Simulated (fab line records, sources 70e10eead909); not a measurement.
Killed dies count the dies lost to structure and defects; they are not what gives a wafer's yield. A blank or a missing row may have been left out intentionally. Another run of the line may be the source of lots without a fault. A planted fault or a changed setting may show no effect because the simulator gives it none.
fab line records | flow nandHarc
record lots=6 | wafers=18 | lastDay=34
route steps=1302 shown A_WL_FILL@963
lots that met no fault: taken from a fault-free run of the same line
startH: the number of hours between the record's first day and the start of the first shown wafer of the lot | waitH: how many hours have passed since the lot's step before this one | " identical to the entry in the row above | L1.1+2: a single row standing in for several wafers | - no value present, or no start provided | * or withheld: withheld | < > ~ a bound
route shown NAME@n: NAME is a module with steps in the file, n the number in the route of the first one | usual: the fault-free wafers' mean and standard deviation | same: alike in all rows | chamber/n: place in a boat | sites: the reading at each site | _std_site: their standard deviation | _edge_site: mean of outer sites minus mean of inner sites | radiusMm: for every site, how far away it sits from the centre of the wafer | mask NAME#n: copy n | behind: the tool/chamber that last shaped the wafer | hold: reason for holding the lot/hours on hold/outcome of the hold | device: transistor that didn't switch, given as n, p or np | end of line: the same wafers' tests at the end of the route | step lacking rows: just its recipe | killed: at the first sort, the dies lost to defects and structure; wafer yield is something else | map: dies across one wafer; x = killed, . = not, _ = none there
set.NAME: the setting the step ran with; set.NAME@STEP: the setting that earlier step ran with | model.NAME: the simulator's own value behind a step, which no gauge read
certain route steps with their lots: each step a table, each wafer a row
services: from which hour (startH, from the record's first day; less than 0 if before it) a tool's chamber was out of use, for how many hours, and why
## steps
# step NHARC_A_WL_FILL_ANNEAL_08
# recipe tempC=450 | timeS=1800
# step NHARC_A_WL_FILL_ALD_10
# recipe targetThkA=500 | pulseTimeS=10 | aldCycles=500 | tempC=300 | material=SiO2
# usual heaterPowerOuterW=267/29 | heaterPowerW=470/47 | precursorPulseHeightRel=1.001/0.023
# same aldCycles=500 | pulseTimeS=10
lot.wafer | tool     | chamber | startH | waitH | heaterPowerOuterW | heaterPowerW | precursorPulseHeightRel
L445.2    | aldHk-04 | 0       | 490.22 | 0.1   | 258               | 466          | 0.968
L445.3    | "        | 2       | 491.25 | 1.1   | 308               | 537          | 0.975
L445.5    | "        | 1       | 492.79 | 2.6   | 238               | 393          | 0.996
L453.3    | aldHk-04 | 1       | 559.62 | 0.6   | 242               | 408          | 1.010
L453.2    | "        | 2       | "      | "     | 314               | 546          | 0.998
L453.5    | "        | 1       | 561.69 | 2.6   | 246               | 414          | 0.993
L454.3    | aldHk-02 | 0       | 580.83 | 0.6   | 313               | 537          | 0.940
L454.4    | "        | 2       | 581.87 | 1.6   | 214               | 393          | 1.042
L454.5    | "        | 3       | "      | "     | 243               | 449          | 1.018
L455.4    | aldHk-04 | 0       | 581.49 | 1.2   | 255               | 454          | 0.977
L455.5    | "        | 2       | 582.52 | 2.3   | 311               | 541          | 1.026
L455.6    | "        | 3       | "      | "     | 269               | 463          | 0.997
L457.1    | aldHk-04 | 3       | 603.38 | 0.1   | 273               | 465          | 1.001
L457.2    | "        | 0       | "      | "     | 257               | 458          | 0.973
L457.4    | "        | 2       | 604.93 | 1.6   | 318               | 528          | 1.040
L467.2    | aldHk-03 | 1       | 715.84 | 0.5   | 269               | 502          | 1.019
L467.4    | "        | 2       | "      | "     | 254               | 492          | 1.001
L467.1    | "        | 3       | "      | "     | 262               | 430          | 1.029
# step NHARC_A_WL_FILL_ETCHBACK_16
# recipe targetDepthA=1200 | timeS=24 | c4f8FlowSccm=withheld | o2FlowSccm=8 | arFlowSccm=withheld | rfW=600 | biasW=800 | chemistry=C4F8/O2/Ar
# usual oesProductAu=0.99/0.03 | rfVppV=722/5
lot.wafer | tool       | chamber | startH | waitH | oesProductAu | rfHoursCounterH | rfVppV
L445.3    | rieDiel-05 | 0       | -      | -     | 0.99         | 2.9             | 721
L445.2    | "          | 3       | "      | "     | 0.99         | 3.0             | 722
L445.5    | "          | 1       | "      | "     | 0.98         | -               | 720
L453.3    | rieDiel-02 | 2       | -      | -     | 1.00         | 9.4             | 719
L453.2    | "          | 1       | "      | "     | 1.02         | 9.9             | 729
L453.5    | "          | 3       | "      | "     | 0.99         | -               | 731
L454.3    | rieDiel-02 | 0       | -      | -     | 0.99         | 0.5             | 716
L454.4    | "          | 1       | "      | "     | 1.01         | -               | 727
L454.5    | "          | 3       | "      | "     | 1.01         | -               | 729
L455.6    | rieDiel-03 | 1       | -      | -     | 0.99         | -               | 723
L455.4    | "          | 3       | "      | "     | 1.00         | -               | 730
L455.5    | "          | 0       | "      | "     | 1.00         | -               | 720
L457.4    | rieDiel-02 | 0       | -      | -     | 0.93         | 1.3             | 716
L457.1    | "          | 1       | "      | "     | 0.94         | 1.5             | 729
L457.2    | "          | 2       | "      | "     | 0.92         | 0.9             | 717
L467.2    | rieDiel-02 | 1       | -      | -     | 1.00         | 6.9             | 727
L467.1    | "          | 2       | "      | "     | 0.99         | 8.0             | 717
L467.4    | "          | 3       | "      | "     | 0.99         | 8.5             | 730
# step NHARC_A_WL_FILL_STRIP_29
# recipe timeS=20 | o2FlowSccm=500 | arFlowSccm=0 | biasW=0 | chemistry=O2
# usual drypumpMotorCurrentA=5.7/0.56 | oesProductAu=1.002/0.0099 | rfVppV=57.8/0.89 | showerheadPlenumPTorr=3.50/0.17 | throttleValvePct=17.036/0.0092
lot.wafer | tool       | chamber | startH | waitH | drypumpMotorCurrentA | oesProductAu | rfHoursCounterH | rfVppV | showerheadPlenumPTorr | throttleValvePct
L445.3    | rieDiel-05 | 3       | 494.95 | 0.1   | 5.8                  | 0.994        | 3.0             | 56.9   | 3.50                  | 17.036
L445.2    | "          | 0       | "      | "     | 4.8                  | 0.991        | 2.9             | 57.0   | 3.44                  | 17.044
L445.5    | "          | 3       | "      | "     | 5.8                  | 0.980        | -               | 56.5   | 3.50                  | 17.046
L453.3    | rieDiel-02 | 0       | 563.87 | 0.1   | 6.3                  | 1.011        | 10.5            | 57.8   | 3.28                  | 17.044
L453.2    | "          | 2       | "      | "     | 6.3                  | 1.000        | 9.4             | 58.0   | 3.36                  | 17.042
L453.5    | "          | 1       | "      | "     | 6.0                  | 1.005        | -               | 57.9   | 3.69                  | 17.031
L454.3    | rieDiel-02 | 3       | 585.09 | 0.1   | 4.7                  | 1.001        | 0.5             | 57.6   | 3.76                  | 17.047
L454.5    | "          | 3       | "      | "     | 4.7                  | 0.995        | -               | 58.7   | 3.76                  | 17.036
L454.4    | "          | 0       | "      | "     | 6.3                  | 1.006        | -               | 57.1   | 3.28                  | 17.044
L455.5    | rieDiel-03 | 3       | 585.22 | 0.1   | 5.9                  | 0.990        | -               | 59.3   | 3.78                  | 17.045
L455.6    | "          | 0       | "      | "     | 5.9                  | 1.010        | -               | 57.0   | 3.37                  | 17.043
L455.4    | "          | 1       | "      | "     | 6.3                  | 1.010        | -               | 58.2   | 3.50                  | 17.028
L457.4    | rieDiel-02 | 1       | 608.15 | 0.1   | 6.0                  | 1.011        | 1.5             | 58.5   | 3.69                  | 17.016
L457.2    | "          | 2       | "      | "     | 6.2                  | 1.012        | 0.9             | 56.9   | 3.36                  | 17.044
L457.1    | "          | 3       | "      | "     | 4.7                  | 1.007        | 1.2             | 58.0   | 3.76                  | 17.022
L467.1    | rieDiel-02 | 3       | 720.61 | 0.1   | 4.7                  | 1.002        | 8.5             | 58.8   | 3.76                  | 17.025
L467.2    | "          | 0       | "      | "     | 6.3                  | 0.999        | 7.9             | 58.2   | 3.28                  | 17.025
L467.4    | "          | 1       | "      | "     | 6.0                  | 1.006        | 6.9             | 57.3   | 3.69                  | 17.049
# step NHARC_A_WL_FILL_ETCHBACK_17
# recipe targetDepthA=40 | timeS=26.7 | chemistry=Cl2/BCl3
# step NHARC_A_WL_FILL_PRECLEAN_18
# recipe timeS=30 | chemistry=dHF
# step NHARC_A_WL_FILL_SRD_21
# step NHARC_A_WL_FILL_CVD_23
# recipe targetThkA=400 | tempC=620 | pressureMtorr=200 | timeS=800 | material=poly-Si
# step NHARC_A_WL_FILL_ETCHBACK_26
# recipe targetDepthA=520 | timeS=13.3 | hbrFlowSccm=150 | rfW=350 | icpW=350 | biasW=60 | chemistry=HBr
# usual drypumpMotorCurrentA=5.6/0.36 | oesProductAu=0.999/0.0094 | throttleValvePct=23.267/0.0087
lot.wafer | tool     | chamber | startH | waitH | drypumpMotorCurrentA | oesProductAu | rfHoursCounterH | throttleValvePct
L445.2    | rieSi-06 | 3       | 500.30 | 0.4   | 5.9                  | 1.006        | 0.47            | 23.269
L445.3    | "        | 2       | "      | "     | 5.1                  | 0.998        | 0.41            | 23.260
L445.5    | "        | 3       | "      | "     | 5.8                  | 0.994        | -               | 23.263
L453.2    | rieSi-01 | 1       | 569.16 | 0.4   | 5.7                  | 1.008        | 0.06            | 23.254
L453.3    | "        | 2       | "      | "     | 5.7                  | 1.004        | 0.08            | 23.252
L453.5    | "        | 2       | "      | "     | 5.7                  | 1.012        | -               | 23.270
L454.3    | rieSi-02 | 2       | 590.31 | 0.4   | 5.3                  | 1.006        | 0.88            | 23.256
L454.4    | "        | 3       | "      | "     | 6.3                  | 0.998        | 0.87            | 23.277
L454.5    | "        | 2       | "      | "     | 5.3                  | 1.007        | -               | 23.270
L455.4    | rieSi-06 | 1       | 590.31 | 0.4   | 5.6                  | 1.013        | 0.91            | 23.273
L455.5    | "        | 1       | "      | "     | 5.6                  | 1.007        | -               | 23.278
L455.6    | "        | 2       | "      | "     | 5.1                  | 0.998        | -               | 23.276
L457.1    | rieSi-06 | 1       | 613.47 | 0.4   | 5.6                  | 0.987        | 0               | 23.268
L457.2    | "        | 2       | "      | "     | 5.1                  | 0.995        | 0               | 23.280
L457.4    | "        | 3       | "      | "     | 5.9                  | 0.970        | 0               | 23.261
L467.4    | rieSi-02 | 1       | 725.92 | 0.4   | 5.4                  | 0.997        | 0.52            | 23.258
L467.2    | "        | 2       | "      | "     | 5.3                  | 0.998        | 0.67            | 23.260
L467.1    | "        | 3       | "      | "     | 6.3                  | 1.002        | 0.59            | 23.253
# step NHARC_A_WL_FILL_PRECLEAN_30
# recipe timeS=10 | chemistry=dHF
# step NHARC_A_WL_FILL_SRD_14
# step NHARC_A_WL_FILL_ALD_19
# recipe targetThkA=20 | pulseTimeS=3 | aldCycles=100 | tempC=450 | material=TiN
# usual aldCycles=100/0 | heaterPowerOuterW=684/61 | heaterPowerW=1067/120 | precursorPulseHeightRel=0.998/0.021 | pulseTimeS=3/0
lot.wafer | tool        | chamber | startH | waitH | aldCycles | heaterPowerOuterW | heaterPowerW | precursorPulseHeightRel | pulseTimeS
L445.3    | aldMetal-04 | 3       | 500.61 | 0.1   | 100       | 634               | 1109         | 0.986                   | 3
L445.2    | "           | 0       | "      | "     | 100       | 683               | 1085         | 1.012                   | 3
L445.5    | "           | 1       | "      | "     | 100       | 602               | 1010         | 1.000                   | 3
L453.3    | aldMetal-02 | 2       | 569.43 | 0.1   | 100       | 666               | 1062         | 0.995                   | 3
L453.2    | "           | 0       | "      | "     | 100       | 668               | 1082         | 0.959                   | 3
L453.5    | "           | 3       | "      | "     | 100       | 591               | 828          | 1.006                   | 3
L454.3    | aldMetal-03 | 2       | 590.58 | 0.1   | -         | -                 | -            | -                       | -
L454.4    | "           | 3       | "      | "     | -         | -                 | -            | -                       | -
L454.5    | "           | 2       | "      | "     | -         | -                 | -            | -                       | -
L455.4    | aldMetal-04 | 3       | 590.64 | 0.2   | -         | -                 | -            | -                       | -
L455.5    | "           | 0       | "      | "     | -         | -                 | -            | -                       | -
L455.6    | "           | 1       | "      | "     | -         | -                 | -            | -                       | -
L457.2    | aldMetal-04 | 1       | 613.72 | 0.1   | 100       | 598               | 1035         | 1.000                   | 3
L457.4    | "           | 3       | "      | "     | 100       | 662               | 1156         | 0.983                   | 3
L457.1    | "           | 0       | "      | "     | 100       | 688               | 1112         | 1.056                   | 3
L467.4    | aldMetal-02 | 3       | 726.19 | 0.1   | 100       | 594               | 835          | 1.008                   | 3
L467.2    | "           | 0       | "      | "     | 100       | 717               | 1118         | 1.003                   | 3
L467.1    | "           | 2       | "      | "     | 100       | 646               | 1079         | 1.034                   | 3
# step NHARC_A_WL_FILL_CVD_20
# recipe targetThkA=1000 | tempC=400 | pressureTorr=40 | wf6FlowSccm=40 | h2FlowSccm=1600 | arFlowSccm=1560 | timeS=74 | material=W
# usual heaterPowerW=863/51 | mfcWf6Sccm=40.01/0.12 | throttleValvePct=8.0/0.35
lot.wafer | tool    | chamber | startH | waitH | heaterPowerW | mfcWf6Sccm | throttleValvePct
L445.2    | cvdW-02 | 1       | -      | -     | 872          | 40.04      | 7.9
L445.3    | "       | 0       | "      | "     | 821          | 40.12      | 8.0
L445.5    | "       | 1       | "      | "     | 881          | 39.83      | 7.8
L453.2    | cvdW-01 | 0       | -      | -     | 808          | 40.00      | 8.4
L453.3    | "       | 1       | "      | "     | 924          | 39.99      | 7.7
L453.5    | "       | 1       | "      | "     | 919          | 39.94      | 8.0
L454.3    | cvdW-02 | 0       | -      | -     | 839          | 40.13      | 8.0
L454.4    | "       | 1       | "      | "     | 876          | 39.96      | 8.1
L454.5    | "       | 0       | "      | "     | 845          | 39.94      | 8.1
L455.4    | cvdW-01 | 0       | -      | -     | 815          | 39.98      | 8.3
L455.5    | "       | 0       | "      | "     | 806          | 40.02      | 8.3
L455.6    | "       | 1       | "      | "     | 914          | 39.93      | 7.7
L457.1    | cvdW-01 | 0       | -      | -     | 811          | 39.92      | 8.3
L457.2    | "       | 1       | "      | "     | 915          | 40.01      | 7.7
L457.4    | "       | 0       | "      | "     | 784          | 40.05      | 8.4
L467.2    | cvdW-02 | 0       | -      | -     | 864          | 39.96      | 8.0
L467.1    | "       | 1       | "      | "     | 888          | 40.18      | 7.6
L467.4    | "       | 1       | "      | "     | 898          | 40.17      | 7.6
## services
tool        | chamber | startH | hours | kind
aldMetal-04 | -       | 474.00 | 10.0  | pm
rieDiel-03  | -       | 481.87 | 1.0   | repair
cvdW-01     | 0       | 485.37 | 1.5   | repair
rieDiel-05  | 3       | 506.47 | 4.4   | repair
rieDiel-03  | 0       | 515.95 | 36.2  | repair
aldMetal-04 | 2       | 517.79 | 25.7  | repair
rieDiel-05  | 3       | 529.86 | 7.3   | repair
cvdW-01     | -       | 547.00 | 13.0  | pm
rieDiel-02  | -       | 556.12 | 0.8   | repair
rieDiel-02  | -       | 570.72 | 9.0   | pm
cvdW-01     | -       | 581.14 | 2.6   | repair
rieDiel-03  | 2       | 582.95 | 8.1   | repair
rieDiel-02  | 2       | 583.96 | 4.6   | repair
rieDiel-02  | -       | 596.22 | 1.1   | repair
rieSi-06    | -       | 603.00 | 9.0   | pm
aldHk-04    | -       | 620.34 | 10.0  | pm
cvdW-01     | -       | 623.07 | 0.4   | repair
cvdW-02     | -       | 625.21 | 0.8   | repair
aldMetal-04 | 3       | 627.37 | 63.8  | repair
cvdW-02     | -       | 631.52 | 13.0  | pm
aldMetal-04 | -       | 652.00 | 10.0  | pm
rieDiel-02  | 0       | 675.57 | 1.6   | repair
aldHk-04    | -       | 689.84 | 3.0   | repair
rieDiel-02  | 1       | 700.16 | 10.0  | repair
## key
firstSign step=NHARC_A_WL_FILL_ALD_19 | reading=toolRecord | direction=missing
effect none on later readings
metAt NHARC_A_WL_FILL_ALD_19
struckWafers L454.3,L454.4,L454.5,L455.4,L455.5,L455.6
laterRowsLeftOut L454.3,L454.4,L454.5,L455.4,L455.5,L455.6
sortLeftOut L454.3,L454.4,L454.5,L455.4,L455.5,L455.6
testerLeftOut L454,L455
onsetBetween 500.61 590.58
fault kind=skippedStepWhole | tool=aldMetal-03,aldMetal-04 | chamber=- | onsetH=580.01 | steps=NHARC_A_WL_FILL_ALD_19 | scope=struckLotsOnly
# testerLeftOut: of these lots the tester's yield and bins aren't shown, on N5 and GAA mostly nor the transistor test; their killed dies are dies lost to structure and defects alone, not to doping, threshold or leakage, so they don't give the yield
# sortLeftOut: the simulated sort isn't trusted on such a fault, so these wafers' sort isn't shown, and their yield isn't known
# laterRowsLeftOut: the simulator's readings of these wafers behind a module that went badly wrong aren't trusted and aren't shown, but for the sort
